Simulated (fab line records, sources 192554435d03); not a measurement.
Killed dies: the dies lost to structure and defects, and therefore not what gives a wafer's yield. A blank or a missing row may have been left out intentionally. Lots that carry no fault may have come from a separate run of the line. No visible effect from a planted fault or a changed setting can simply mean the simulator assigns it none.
fab line records    flow n5_finfet
[record] lots = 6  wafers = 18  last_day = 17
route steps=1938 shown BEOL_M13@1700 BEOL_M14@1716 PASSIVATION@1936
lots that met no fault: taken from a fault-free run of the same line
start_h: hours from the record's opening day to when the first of the lot's shown wafers began    wait_h: hours since the lot's step before    " repeats the value in the row above    L1.1+2: several wafers, shown together as one row    - no value, or no start was given    * or withheld: withheld    < > ~ a bound
route shown NAME@n: a module of which the file shows steps, and the number in the route of the first    usual: average and standard deviation across the fault-free wafers    same: alike in all rows    chamber/n: place in a boat    sites: readings site by site    _std_site: how widely they spread, as a standard deviation    _edge_site: outer sites' mean less inner sites'    radius_mm: how far each site lies from the wafer's centre    mask NAME#n: copy n    behind: tool/chamber where the wafer was last shaped    hold: what put the lot on hold/how long, in hours/how the hold closed    device: transistor that didn't switch, given as n, p or np    end of line: the route-end tests of the same wafers    a step given without rows: its recipe and nothing more    killed: not the wafer's yield, but the dies lost to structure and defects at the first sort    map: a wafer's dies, x killed, . not, _ none there
set.NAME: setting as actually run; set.NAME@STEP: the setting as run at that earlier step    model.NAME: the simulator's own value behind a step, which no gauge read
a table for each step, a row for each wafer; lots at some steps of the route
services: the hour from which a tool's chamber was out of use, counted from the record's first day as start_h (under 0 if before that day), plus the number of hours and why
[[steps]]
[step N5_BEOL_M13_ETCH_38]
[recipe] chemistry = CF4/N2  target = SiCN  target_depth_a = 675  taper_deg = 2  time_s = 71.9  ion_energy_ev = 150  mask_material = SiO2  pressure_mtorr = 40  source_w = 430  bias_w = 70  Ar_flow_sccm = 100  cf4_flow_sccm = 60  n2_flow_sccm = 60
[usual] drypump_motor_current_A = 5.8/0.42  oes_product_au = 0.76/0.087  rf_fwd_power_W = 428.5/1.3  rf_vpp_V = 381.9/1.7  showerhead_plenum_p_Torr = 2.19/0.061  throttle_valve_pct = 15.52/0.28
lot.wafer  tool         chamber  start_h  wait_h  drypump_motor_current_A  oes_product_au  rf_fwd_power_W  rf_hours_counter_h  rf_vpp_V  showerhead_plenum_p_Torr  throttle_valve_pct
L898.2     rie_diel-05  3        243.48   -       6.1                      0.78            428.6           118                 380.1     2.13                      15.46
L898.3     "            2        "        "       5.3                      0.70            429.2           205                 383.4     2.28                      15.44
L898.5     "            0        "        "       6.1                      0.82            428.9           -                   381.7     2.23                      15.58
L897.2     rie_diel-05  2        244.04   -       5.3                      0.69            427.4           205                 383.3     2.28                      15.43
L897.4     "            1        "        "       6.3                      0.67            425.3           244                 383.9     2.27                      15.54
L897.6     "            3        "        "       6.1                      0.77            426.4           -                   379.2     2.13                      15.47
L911.1     rie_diel-02  1        337.77   -       6.0                      0.72            428.0           167                 381.6     2.11                      15.83
L911.4     "            0        "        "       5.8                      0.69            428.4           -                   380.4     2.16                      15.73
L911.6     "            1        "        "       6.0                      0.73            428.5           -                   380.5     2.11                      15.82
L914.3     rie_diel-02  1        346.47   -       6.1                      0.71            428.2           170                 380.0     2.11                      15.82
L914.4     "            1        "        "       6.0                      0.71            431.0           -                   379.1     2.11                      15.83
L914.6     "            0        "        "       5.8                      0.69            428.3           -                   381.9     2.16                      15.74
L917.2     rie_diel-04  2        368.62   -       6.2                      0.69            429.5           212                 381.0     2.19                      15.81
L917.3     "            3        "        "       5.3                      0.89            429.5           42                  380.2     2.16                      14.91
L917.6     "            3        "        "       5.2                      0.90            428.6           -                   381.3     2.16                      14.89
L919.2     rie_diel-05  0        374.57   -       6.1                      0.78            426.2           130                 382.4     2.21                      15.68
L919.4     "            0        "        "       6.1                      0.78            429.0           -                   383.3     2.21                      15.66
L919.6     "            3        "        "       6.1                      0.73            427.2           -                   380.5     2.12                      15.55
[step N5_BEOL_M13_PRECLEAN_39]
[recipe] chemistry = residue_remover  time_s = 60  temp_c = 40
[step N5_BEOL_M13_SRD_40]
[recipe] time_s = 30  temp_c = 23  rinse_liquid = diw  dry = n2_spin  spin_rpm = 1500  dry_time_s = 30
[step N5_BEOL_M13_DEGAS_41]
[recipe] ambient = vacuum  temp_c = 250  time_s = 60
[step N5_BEOL_M13_PRE_CLEAN_42]
[recipe] gas = H2/He  time_s = 30  temp_c = 250
[step N5_BEOL_M13_SPUTTER_43]
[recipe] material = TaN  target_thk_a = 150  temp_c = 50  bias_v = 168.6  power_w = 15000  chamber_pressure_pa = 0.12  time_s = 24.19
[usual] cathode_dc_power_W = 15000/2.8  chamber_pressure_pa = 0.12001/0.00023  throttle_valve_pct = 30.6/0.84
lot.wafer  tool            chamber  start_h  wait_h  cathode_dc_power_W  chamber_pressure_pa  throttle_valve_pct
L898.2     pvd_sputter-01  -        243.86   0.0     15002               0.11997              31.5
L898.3     "               -        "        "       15003               0.11987              30.5
L898.5     "               -        "        "       15000               0.11992              31.2
L897.2     pvd_sputter-01  -        244.35   0.0     14998               0.12                 30.2
L897.4     "               -        "        "       14997               0.12027              31.6
L897.6     "               -        "        "       15002               0.11962              30.9
L911.1     pvd_sputter-02  -        338.64   0.0     15003               0.12004              31.4
L911.4     "               -        "        "       14998               0.12011              29.7
L911.6     "               -        "        "       14996               0.11993              31.6
L914.3     pvd_sputter-01  -        346.86   0.0     14998               0.11987              30.2
L914.4     "               -        "        "       14997               0.11972              31.3
L914.6     "               -        "        "       15001               0.11952              30.3
L917.2     pvd_sputter-01  -        369.20   0.0     14993               0.1198               31.5
L917.3     "               -        "        "       14996               0.1197               32.0
L917.6     "               -        "        "       15002               0.12029              30.3
L919.2     pvd_sputter-02  -        375.25   0.0     15001               0.12002              31.3
L919.4     "               -        "        "       15001               0.12005              30.7
L919.6     "               -        "        "       14996               0.12009              29.6
[step N5_BEOL_M13_SPUTTER_44]
[recipe] material = Ta  target_thk_a = 100  temp_c = 50  bias_v = 80  power_w = 15000  chamber_pressure_pa = 0.07  time_s = 16.13
[usual] cathode_dc_power_W = 15000/2.8  chamber_pressure_pa = 0.07001/0.00014  throttle_valve_pct = 30.7/0.83
lot.wafer  tool            chamber  start_h  wait_h  cathode_dc_power_W  chamber_pressure_pa  throttle_valve_pct
L898.2     pvd_sputter-01  -        243.94   0.0     15000               0.07006              31.4
L898.3     "               -        "        "       15003               0.06978              30.4
L898.5     "               -        "        "       15003               0.06963              31.3
L897.2     pvd_sputter-01  -        244.43   0.0     15004               0.06986              30.4
L897.4     "               -        "        "       15001               0.0699               31.4
L897.6     "               -        "        "       15000               0.07014              31.4
L911.1     pvd_sputter-02  -        338.72   0.0     15001               0.06989              31.5
L911.4     "               -        "        "       14998               0.06995              29.9
L911.6     "               -        "        "       15004               0.06983              31.4
L914.3     pvd_sputter-01  -        346.94   0.0     14998               0.06987              30.2
L914.4     "               -        "        "       15000               0.07014              31.0
L914.6     "               -        "        "       14997               0.06999              30.3
L917.2     pvd_sputter-01  -        369.28   0.0     15002               0.07022              31.5
L917.3     "               -        "        "       14996               0.07                 31.9
L917.6     "               -        "        "       15002               0.06993              30.0
L919.2     pvd_sputter-02  -        375.33   0.0     15000               0.06985              31.6
L919.4     "               -        "        "       15000               0.06992              30.7
L919.6     "               -        "        "       15001               0.06979              29.7
[step N5_BEOL_M13_SPUTTER_45]
[recipe] material = Cu  target_thk_a = 800  temp_c = -20  bias_v = 60  power_w = 26000  chamber_pressure_pa = 0.13  time_s = 13.33
[usual] cathode_dc_power_W = 26000/4.9  chamber_pressure_pa = 0.13003/0.00027  chuck_sensor_temp_C = -15.8/0.51  throttle_valve_pct = 30.7/0.84
lot.wafer  tool            chamber  start_h  wait_h  cathode_dc_power_W  chamber_pressure_pa  chuck_sensor_temp_C  throttle_valve_pct
L898.2     pvd_sputter-01  -        244.02   0.0     25992               0.13022              -15.7                31.2
L898.3     "               -        "        "       26003               0.13023              -16.3                30.3
L898.5     "               -        "        "       25996               0.12984              -15.6                31.5
L897.2     pvd_sputter-01  -        244.51   0.0     26004               0.13016              -16.3                30.6
L897.4     "               -        "        "       26008               0.13                 -15.5                31.1
L897.6     "               -        "        "       26000               0.12977              -15.6                31.3
L911.1     pvd_sputter-02  -        338.80   0.0     26001               0.13023              -15.4                31.6
L911.4     "               -        "        "       26006               0.13064              -14.8                29.8
L911.6     "               -        "        "       26003               0.13043              -15.4                31.4
L914.3     pvd_sputter-01  -        347.02   0.0     26001               0.13053              -16.2                30.4
L914.4     "               -        "        "       25998               0.12981              -15.4                31.3
L914.6     "               -        "        "       26004               0.13008              -16.2                30.4
L917.2     pvd_sputter-01  -        369.36   0.0     26003               0.13012              -15.5                31.3
L917.3     "               -        "        "       25999               0.12996              -16.4                31.9
L917.6     "               -        "        "       26004               0.12981              -16.3                30.2
L919.2     pvd_sputter-02  -        375.41   0.0     25999               0.12983              -15.4                31.5
L919.4     "               -        "        "       26005               0.12989              -15.4                30.6
L919.6     "               -        "        "       26000               0.1302               -14.9                29.5
[step N5_BEOL_M13_ECD_47]
[recipe] material = Cu  target_thk_a = 9360
[step N5_BEOL_M13_ANNEAL_48]
[recipe] temp_c = 225  time_s = 90  ambient = N2
[step N5_BEOL_M13_CMP_49]
[recipe] stop_on = SiOC  t_overpolish_s = 17.1  down_force_psi = 1  platen_rpm = 50  clearing_platen_down_force_psi = 1.5  clearing_platen_rpm = 50  post_cmp_clean = cu_alkaline  target_thk_nm = 420  clearing_platen_pad_velocity_m_s = 0.99484  pad_velocity_m_s = 0.99484
[step N5_BEOL_M13_THK_MEAS_50]
[recipe] thk_meas_gauge = xrf  reads = Cu_of_BEOL_M13_ECD_47
[usual] M13_THK = 427/8.2
lot.wafer  tool           chamber  start_h  wait_h  M13_THK[nm]
L898.2     film_metro-01  -        245.35   -       419
L898.3     "              -        "        "       420
L898.5     "              -        "        "       434
L897.2     film_metro-01  -        245.86   -       429
L897.4     "              -        "        "       433
L897.6     "              -        "        "       434
L911.1     film_metro-02  -        339.68   -       422
L911.4     "              -        "        "       421
L911.6     "              -        "        "       418
L914.3     film_metro-01  -        348.26   -       440
L914.4     "              -        "        "       435
L914.6     "              -        "        "       440
L917.2     film_metro-01  -        370.34   -       436
L917.3     "              -        "        "       428
L917.6     "              -        "        "       442
L919.2     film_metro-02  -        376.28   -       414
L919.4     "              -        "        "       425
L919.6     "              -        "        "       426
[step N5_BEOL_M13_PRE_CLEAN_52]
[recipe] gas = NH3  time_s = 15  temp_c = withheld  rf_power_w = 300
[usual] rf_fwd_power_W = 295.0/1.4
lot.wafer  tool      chamber  start_h  wait_h  rf_fwd_power_W
L898.2     pecvd-03  1        245.38   0.0     296.3
L898.3     "         2        "        "       296.9
L898.5     "         0        "        "       293.5
L897.2     pecvd-02  0        245.90   0.0     294.0
L897.4     "         2        "        "       296.8
L897.6     "         1        "        "       295.6
L911.1     pecvd-02  1        339.72   0.0     294.5
L911.4     "         1        "        "       293.8
L911.6     "         2        "        "       295.4
L914.3     pecvd-02  1        348.30   0.0     295.3
L914.4     "         0        "        "       292.9
L914.6     "         2        "        "       293.6
L917.2     pecvd-03  2        370.38   0.0     296.4
L917.3     "         1        "        "       298.2
L917.6     "         2        "        "       296.5
L919.2     pecvd-04  1        376.31   0.0     294.9
L919.4     "         0        "        "       294.6
L919.6     "         1        "        "       295.2
[step N5_BEOL_M13_DEP_53]
[recipe] material = SiCN  target_thk_a = 500  temp_c = withheld  precursor = 3MS/NH3  pressure_torr = 3  rf_w = 675  time_s = 17.8
[usual] rf_fwd_power_W = 666.8/2.9  showerhead_plenum_p_Torr = 4.161/0.02  throttle_valve_pct = 17.8/0.95
lot.wafer  tool      chamber  start_h  wait_h  rf_fwd_power_W  showerhead_plenum_p_Torr  throttle_valve_pct
L898.2     pecvd-03  1        245.41   0.0     668.4           4.186                     17.8
L898.3     "         2        "        "       668.5           4.176                     17.7
L898.5     "         0        "        "       664.0           4.139                     18.3
L897.2     pecvd-02  0        245.92   0.0     663.4           4.147                     19.0
L897.4     "         2        "        "       668.0           4.139                     16.7
L897.6     "         1        "        "       665.6           4.202                     17.7
L911.1     pecvd-02  1        339.75   0.0     667.9           4.204                     17.7
L911.4     "         1        "        "       669.6           4.192                     17.6
L911.6     "         2        "        "       663.8           4.156                     16.8
L914.3     pecvd-02  1        348.32   0.0     662.5           4.200                     17.8
L914.4     "         0        "        "       660.4           4.147                     19.3
L914.6     "         2        "        "       668.7           4.151                     16.7
L917.2     pecvd-03  2        370.41   0.0     673.8           4.170                     17.8
L917.3     "         1        "        "       666.3           4.176                     17.9
L917.6     "         2        "        "       671.4           4.171                     18.1
L919.2     pecvd-04  1        376.34   0.0     668.7           4.146                     18.7
L919.4     "         0        "        "       662.3           4.148                     18.9
L919.6     "         1        "        "       668.0           4.151                     18.3
[step N5_BEOL_M13_RS_MEAS_54]
[recipe] thk_meas_gauge = four-point-probe  reads = Cu_of_BEOL_M13_ECD_47+Ta_of_BEOL_M13_SPUTTER_44+TaN_of_BEOL_M13_SPUTTER_43
[usual] M13_RS = 0.0450/0.00077
lot.wafer  tool           chamber  start_h  wait_h  M13_RS[ohm/sq]
L898.2     film_metro-01  -        245.48   0.1     0.0463
L898.3     "              -        "        "       0.0462
L898.5     "              -        "        "       0.0447
L897.2     film_metro-02  -        245.99   0.1     0.0450
L897.4     "              -        "        "       0.0447
L897.6     "              -        "        "       0.0443
L911.1     film_metro-02  -        339.81   0.0     0.0449
L911.4     "              -        "        "       0.0451
L911.6     "              -        "        "       0.0452
L914.3     film_metro-01  -        348.39   0.1     0.0437
L914.4     "              -        "        "       0.0442
L914.6     "              -        "        "       0.0439
L917.2     film_metro-01  -        370.47   0.1     0.0448
L917.3     "              -        "        "       0.0457
L917.6     "              -        "        "       0.0444
L919.2     film_metro-02  -        376.41   0.1     0.0466
L919.4     "              -        "        "       0.0455
L919.6     "              -        "        "       0.0455
[step N5_BEOL_M13_INSPECT_55]
[recipe] inspect_instrument = darkfield  mode = post_dep
[usual] raw_defect_count = 77/27
lot.wafer  tool               chamber  start_h  wait_h  raw_defect_count
L898.2     defect_inspect-02  -        245.50   0.0     65
L898.3     "                  -        "        "       57
L898.5     "                  -        "        "       68
L897.2     defect_inspect-02  -        246.02   0.0     54
L897.4     "                  -        "        "       51
L897.6     "                  -        "        "       74
L911.1     defect_inspect-02  -        339.84   0.0     898
L911.4     "                  -        "        "       922
L911.6     "                  -        "        "       963
L914.3     defect_inspect-01  -        348.42   0.0     933
L914.4     "                  -        "        "       920
L914.6     "                  -        "        "       892
L917.2     defect_inspect-02  -        370.50   0.0     90
L917.3     "                  -        "        "       19
L917.6     "                  -        "        "       46
L919.2     defect_inspect-01  -        376.43   0.0     53
L919.4     "                  -        "        "       64
L919.6     "                  -        "        "       64
[step N5_BEOL_M14_ILD_DEP_00]
[recipe] material = SiO2  target_thk_a = 11193  temp_c = 400  precursor = TEOS/O2  pressure_torr = 6.5  rf_w = 900  teos_flow_sccm = 161.4  gas = O2  flow_sccm = 2650  time_s = 237.4
[step N5_PASSIVATION_PROBE_49]
[usual] defect_limited_yield = 91.3/1.5  killed_at_M0_to_M3 = 34/9.4  killed_at_M4_up = 13/5.3  killed_at_contacts = 13/5.7  killed_at_front_end = 40/10  killed_at_other = 3.7/2.8  killed_dies = 103/17  killed_on_rim = 13/4.2  killed_open = 67/13  killed_short = 35/8.5  sort_bin_4_leakage = 0.00/0.016  sort_bin_5_function = 5.0/0.98  sort_bin_6_memory = 3.3/0.7  sort_n_pass = 1077/17  sort_yield_pct = 91.3/1.5
[same] gross_dies = 1180  killed_at_back_side = 0  sort_bin_8_speed[%] = 0
lot.wafer  tool       chamber  start_h  wait_h  defect_limited_yield[%]  killed_at_M0_to_M3  killed_at_M4_up  killed_at_contacts  killed_at_front_end  killed_at_other  killed_dies  killed_on_rim  killed_open  killed_short  sort_bin_4_leakage[%]  sort_bin_5_function[%]  sort_bin_6_memory[%]  sort_n_pass  sort_yield_pct[%]
L898.2     prober-02  -        272.73   0.1     92.5                     30                  10               14                  27                   8                89           10             46           37            0                      4.2                     2.6                   1091         92.5
L898.3     prober-02  -        272.78   0.1     93.1                     30                  5                13                  32                   1                81           8              43           38            0                      3.4                     3.0                   1099         93.1
L898.5     prober-02  -        272.88   0.2     91.1                     35                  4                16                  46                   4                105          18             73           31            0                      5.2                     3.5                   1075         91.1
L897.2     prober-01  -        273.53   0.1     91.4                     35                  15               17                  32                   2                101          13             71           29            0                      4.9                     3.6                   1079         91.4
L897.4     prober-01  -        273.63   0.2     89.1                     43                  13               18                  52                   3                129          18             85           42            0                      6.9                     3.6                   1051         89.1
L897.6     prober-01  -        273.73   0.3     91.0                     44                  12               13                  34                   3                106          21             63           42            0                      5.8                     3.1                   1074         91.0
L911.1     prober-01  -        365.16   0.0     79.5                     50                  112              13                  66                   1                242          29             91           49            0                      11.5                    5.5                   938          79.5
L911.4     prober-01  -        365.31   0.2     83.2                     36                  115              8                   36                   3                198          27             53           42            0                      11.4                    2.6                   982          83.2
L911.6     prober-01  -        365.41   0.3     84.6                     33                  92               7                   48                   2                182          33             53           49            0                      8.6                     4.4                   998          84.6
L914.3     prober-02  -        374.75   0.1     84.2                     25                  112              12                  35                   3                187          24             59           27            0                      9.2                     4.2                   993          84.2
L914.4     prober-02  -        374.80   0.2     87.4                     31                  69               10                  37                   2                149          28             59           27            0                      6.7                     3.6                   1031         87.4
L914.6     prober-02  -        374.90   0.3     85.7                     29                  101              9                   29                   1                169          30             52           33            0                      8.7                     3.3                   1011         85.7
L917.2     prober-01  -        397.56   0.1     91.6                     40                  7                17                  33                   2                99           8              62           37            0                      4.3                     3.6                   1081         91.6
L917.3     prober-01  -        397.61   0.1     91.0                     32                  11               9                   50                   4                106          9              71           32            0                      6.1                     2.7                   1074         91.0
L917.6     prober-01  -        397.76   0.3     91.6                     41                  11               12                  34                   1                99           15             61           38            0.08                   5.6                     2.5                   1080         91.5
L919.2     prober-01  -        402.88   0.1     90.3                     39                  19               13                  43                   0                114          18             74           38            0                      5.4                     4.0                   1066         90.3
L919.4     prober-01  -        402.98   0.2     90.9                     25                  19               17                  46                   0                107          16             71           36            0                      5.0                     3.6                   1073         90.9
L919.6     prober-01  -        403.08   0.3     91.8                     23                  14               13                  47                   0                97           10             68           29            0                      4.7                     3.3                   1083         91.8
// killed by level:class
L898.2 MOL_CONTACT_COAG:geometric_particle:open=11 BEOL_M0_SAQP:geometric_particle:short=10 BEOL_M0_SAQP:geometric_particle:open=8 GATE_CUT:geometric_particle:short=5 HKMG_FIN:area_etch=5 GATE_CUT:geometric_particle:open=4 BEOL_M0:geometric_particle:short=4 BEOL_M5:geometric_particle:open=4
L898.3 MOL_CONTACT_COAG:geometric_particle:open=9 STI_FIN_REVEAL:geometric_particle:open=7 BEOL_M1:geometric_particle:short=6 GATE_CUT:geometric_particle:open=5 GATE_CUT:geometric_particle:short=5 BEOL_M0_SAQP:geometric_particle:short=5 BEOL_M0:geometric_particle:short=5 BEOL_M3:geometric_particle:open=5
L898.5 MOL_CONTACT_COAG:geometric_particle:open=13 FIN_SAQP:geometric_particle:open=12 GATE_CUT:geometric_particle:open=10 GATE_CUT:geometric_particle:short=7 BEOL_M0_SAQP:geometric_particle:open=7 BEOL_M0_SAQP:geometric_particle:short=6 BEOL_M2:geometric_particle:open=6 BEOL_M3:geometric_particle:open=6
L897.2 MOL_CONTACT_COAG:geometric_particle:open=11 STI_FIN_REVEAL:geometric_particle:open=9 FIN_SAQP:geometric_particle:open=7 BEOL_M2:geometric_particle:open=7 MOL_CONTACT_COAG:geometric_particle:short=6 BEOL_M0_SAQP:geometric_particle:short=6 BEOL_M3:geometric_particle:open=6 BEOL_M2:geometric_particle:short=5
L897.4 FIN_SAQP:geometric_particle:open=20 BEOL_M2:geometric_particle:open=17 MOL_CONTACT_COAG:geometric_particle:open=12 FIN_SAQP:geometric_particle:short=9 BEOL_M0_SAQP:geometric_particle:open=7 MOL_CONTACT_COAG:geometric_particle:short=6 BEOL_M4:geometric_particle:open=6 DUMMY_GATE:geometric_particle:open=5
L897.6 BEOL_M2:geometric_particle:open=11 FIN_SAQP:geometric_particle:short=9 BEOL_M0_SAQP:geometric_particle:open=8 FIN_SAQP:geometric_particle:open=7 MOL_CONTACT_COAG:geometric_particle:open=7 STI_FIN_REVEAL:geometric_particle:open=6 MOL_CONTACT_COAG:geometric_particle:short=6 BEOL_M0_SAQP:geometric_particle:short=6
L911.1 BEOL_M13:unspecified=101 STI_FIN_REVEAL:geometric_particle:open=21 BEOL_M0_SAQP:geometric_particle:short=18 FIN_SAQP:geometric_particle:open=17 BEOL_M0_SAQP:geometric_particle:open=13 FIN_SAQP:geometric_particle:short=12 MOL_CONTACT_COAG:geometric_particle:open=12 BEOL_M2:geometric_particle:open=5
L911.4 BEOL_M13:unspecified=103 BEOL_M0_SAQP:geometric_particle:open=11 FIN_SAQP:geometric_particle:short=9 BEOL_M0_SAQP:geometric_particle:short=6 BEOL_M2:geometric_particle:open=6 FIN_SAQP:geometric_particle:open=5 STI_FIN_REVEAL:geometric_particle:open=5 MOL_CONTACT_COAG:geometric_particle:open=5
L911.6 BEOL_M13:unspecified=80 FIN_SAQP:geometric_particle:short=16 FIN_SAQP:geometric_particle:open=8 STI_FIN_REVEAL:geometric_particle:open=8 BEOL_M4:geometric_particle:short=7 BEOL_M0_SAQP:geometric_particle:short=6 MOL_CONTACT_COAG:geometric_particle:open=6 BEOL_M1:geometric_particle:open=6
L914.3 BEOL_M13:unspecified=101 MOL_CONTACT_COAG:geometric_particle:open=12 BEOL_M3:geometric_particle:open=9 FIN_SAQP:geometric_particle:short=7 STI_FIN_REVEAL:geometric_particle:open=5 GATE_CUT:geometric_particle:short=4 BEOL_M0_SAQP:geometric_particle:short=4 BEOL_M0:geometric_particle:open=4
L914.4 BEOL_M13:unspecified=59 MOL_CONTACT_COAG:geometric_particle:open=8 DUMMY_GATE:geometric_particle:open=6 BEOL_M0_SAQP:geometric_particle:open=6 FIN_SAQP:geometric_particle:short=5 BEOL_M3:geometric_particle:open=5 BEOL_M5:geometric_particle:open=5 FIN_SAQP:geometric_particle:open=4
L914.6 BEOL_M13:unspecified=84 MOL_CONTACT_COAG:geometric_particle:open=8 FIN_SAQP:geometric_particle:open=7 BEOL_M0_SAQP:geometric_particle:short=6 BEOL_M3:geometric_particle:open=6 GATE_CUT:geometric_particle:short=5 BEOL_M0_SAQP:geometric_particle:open=4 BEOL_M5:geometric_particle:open=4
L917.2 BEOL_M0_SAQP:geometric_particle:open=12 MOL_CONTACT_COAG:geometric_particle:open=11 STI_FIN_REVEAL:geometric_particle:open=9 BEOL_M3:geometric_particle:open=9 BEOL_M0_SAQP:geometric_particle:short=8 FIN_SAQP:geometric_particle:short=7 MOL_CONTACT_COAG:geometric_particle:short=6 FIN_SAQP:geometric_particle:open=4
L917.3 FIN_SAQP:geometric_particle:open=14 BEOL_M0_SAQP:geometric_particle:open=13 MOL_CONTACT_COAG:geometric_particle:open=9 FIN_SAQP:geometric_particle:short=8 STI_FIN_REVEAL:geometric_particle:open=8 BEOL_M0_SAQP:geometric_particle:short=7 ILD0:geometric_particle:short=5 BEOL_M3:geometric_particle:open=5
L917.6 FIN_SAQP:geometric_particle:short=13 FIN_SAQP:geometric_particle:open=10 BEOL_M2:geometric_particle:open=10 MOL_CONTACT_COAG:geometric_particle:open=9 BEOL_M0_SAQP:geometric_particle:short=8 BEOL_M3:geometric_particle:open=8 BEOL_M0_SAQP:geometric_particle:open=6 BEOL_M1:geometric_particle:open=6
L919.2 FIN_SAQP:geometric_particle:short=11 MOL_CONTACT_COAG:geometric_particle:open=11 BEOL_M2:geometric_particle:open=11 GATE_CUT:geometric_particle:short=9 GATE_CUT:geometric_particle:open=9 BEOL_M4:geometric_particle:open=9 BEOL_M0_SAQP:geometric_particle:open=8 BEOL_M1:geometric_particle:open=5
L919.4 MOL_CONTACT_COAG:geometric_particle:open=13 GATE_CUT:geometric_particle:short=10 BEOL_M4:geometric_particle:open=10 BEOL_M2:geometric_particle:open=8 DUMMY_GATE:geometric_particle:open=7 GATE_CUT:geometric_particle:open=7 STI_FIN_REVEAL:geometric_particle:open=5 MOL_CONTACT_COAG:geometric_particle:short=4
L919.6 MOL_CONTACT_COAG:geometric_particle:open=13 BEOL_M2:geometric_particle:open=10 GATE_CUT:geometric_particle:short=9 FIN_SAQP:geometric_particle:open=8 FIN_SAQP:geometric_particle:short=8 STI_FIN_REVEAL:geometric_particle:open=8 BEOL_M4:geometric_particle:open=7 BEOL_M3:geometric_particle:open=6
// map L911.1 (x killed, . not)
_________________..........x.________________
______________x.......x....x...._____________
___________........................__________
__________x......x..............x..._________
________.....x.......x......x........._______
_______x.................x......x.xxx.x______
______...x..x......................xxxxx_____
_____...x...x....................xxxxxxxx____
____........xx....xx...x.....x..x.xxxxxxxx___
___.......x..............x...x...xxxxxxxxxx__
___...x.................x...x....xxxxxxxxxx__
__xxx.....................xx....xxxxxxxxxxxx_
__..xx..x.x..x..x.......x.....x..xxxxxxxxxxx_
_.......x..x..........x...x......xxxxxxxxxxxx
_...........xx.x...x....x.....xxxxx..xxxxxxxx
_.x..xxx....x.........x.............xxxxxxx.x
_.......x........x...............x..xxxxxx...
_....x......x........xxx...x...x....xx...x...
_...........................x..x.........x...
_.....x..xx.........................xx...x.xx
_.x.x...x..............x...x....x........x...
__.x....xxx.x..x.................xx...x....._
__...x...xx..........x..............x......._
___...............x........x...............__
___....xx.x....x.xx.x.............x.x......__
____.x....................................___
_____x.........................x.........____
______........x......x.....xx.........x._____
_______...........x...............x..x.______
________...x.........x.....x....x....._______
__________.....x.................x.._________
___________......x..x..............__________
______________.........xx......._____________
_________________............________________
// map L914.3 (x killed, . not)
_________________............________________
______________.................._____________
___________.............x..........__________
__________.................x.x.xx..._________
________.x...x...x..........x.......x._______
_______......x.....................x.xx______
______......................x....xxxx.xx_____
_____................x..x.....x...xxxxxxx____
____.x....x.....xx.x............xxxxxxxxxx___
___.....................x.......x.xxxxxxxxx__
___........x....x................xxxxxxxxxx__
__..........x..........x.......xxxxxxxxxxxxx_
__.............x.....x.x.........xxxxxxxxxxx_
_x................................xxxxxxxxxxx
_.......................x.........xxxxxxxxxxx
_..........x.x......xx.............xxxxxxxxx.
_...........x.x......................x.......
_...................x........x.......x.......
_.................x...............x......x.x.
_...........xxx.......x...........x...x...x..
_....x.........x.............x...............
__..........................x.........x....._
__......x............xx....x................_
___.........................x..........x...__
___...xx..................xx....x..........__
____..................x...x......x........___
_____....x......................xx.x.x...____
______....x......x....................x._____
_______........x.......................______
________.............................._______
__________.....x....x........x......_________
___________x....x.x................__________
______________.................._____________
_________________x...........________________
[[services]]
tool            chamber  start_h  hours  kind
rie_diel-04     1        229.69   7.4    repair
pecvd-03        2        237.15   4.5    repair
rie_diel-05     3        265.18   6.2    repair
rie_diel-05     1        271.34   -      clean
rie_diel-05     1        271.34   -      consumable_replace:focus_ring
rie_diel-05     1        271.34   21.2   scheduled_down
rie_diel-05     1        271.34   21.2   vent_cycle
pecvd-02        0        272.02   2.1    scheduled_down
rie_diel-04     -        273.42   14.6   pm
rie_diel-02     0        279.54   8.0    repair
rie_diel-02     0        289.38   4.3    repair
pvd_sputter-02  -        294.67   5.9    repair
pecvd-03        2        303.09   2.1    scheduled_down
pvd_sputter-01  -        310.24   2.1    repair
rie_diel-02     0        316.61   4.1    repair
rie_diel-02     2        319.89   2.5    repair
rie_diel-02     3        323.57   29.4   repair
rie_diel-02     1        326.74   3.5    repair
pecvd-04        -        330.61   0.5    repair
pecvd-04        -        351.58   5.5    pm
rie_diel-04     0        356.87   1.3    repair
rie_diel-02     0        364.04   1.5    repair
rie_diel-05     2        372.19   -      clean
rie_diel-02     0        375.58   11.8   repair
[[key]]
[first_sign] step = N5_BEOL_M13_INSPECT_55  reading = raw_defect_count  direction = up  sigmas = 31  usual = 77  struck = 921
[effect] step = N5_PASSIVATION_PROBE_49  reading = killed_at_M4_up  direction = up  sigmas = 17  usual = 13  struck = 100
[more_kills_born_at] N5_BEOL_M13_PRE_CLEAN_52@pecvd-02 = 528
met_at N5_BEOL_M13_PRE_CLEAN_52
struck_wafers L911.1,L911.4,L911.6,L914.3,L914.4,L914.6
onset_between 245.90 339.72
also_fits N5_BEOL_M13_ETCH_38:rie_diel-02,N5_BEOL_M13_DEP_53:pecvd-02
[fault] kind = chamber_particle_source  tool = pecvd-02  chamber = -  onset_h = 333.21  steps = N5_BEOL_M13_PRE_CLEAN_52  rate_per_visit_cm2 = 1.3034  end_h = 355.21
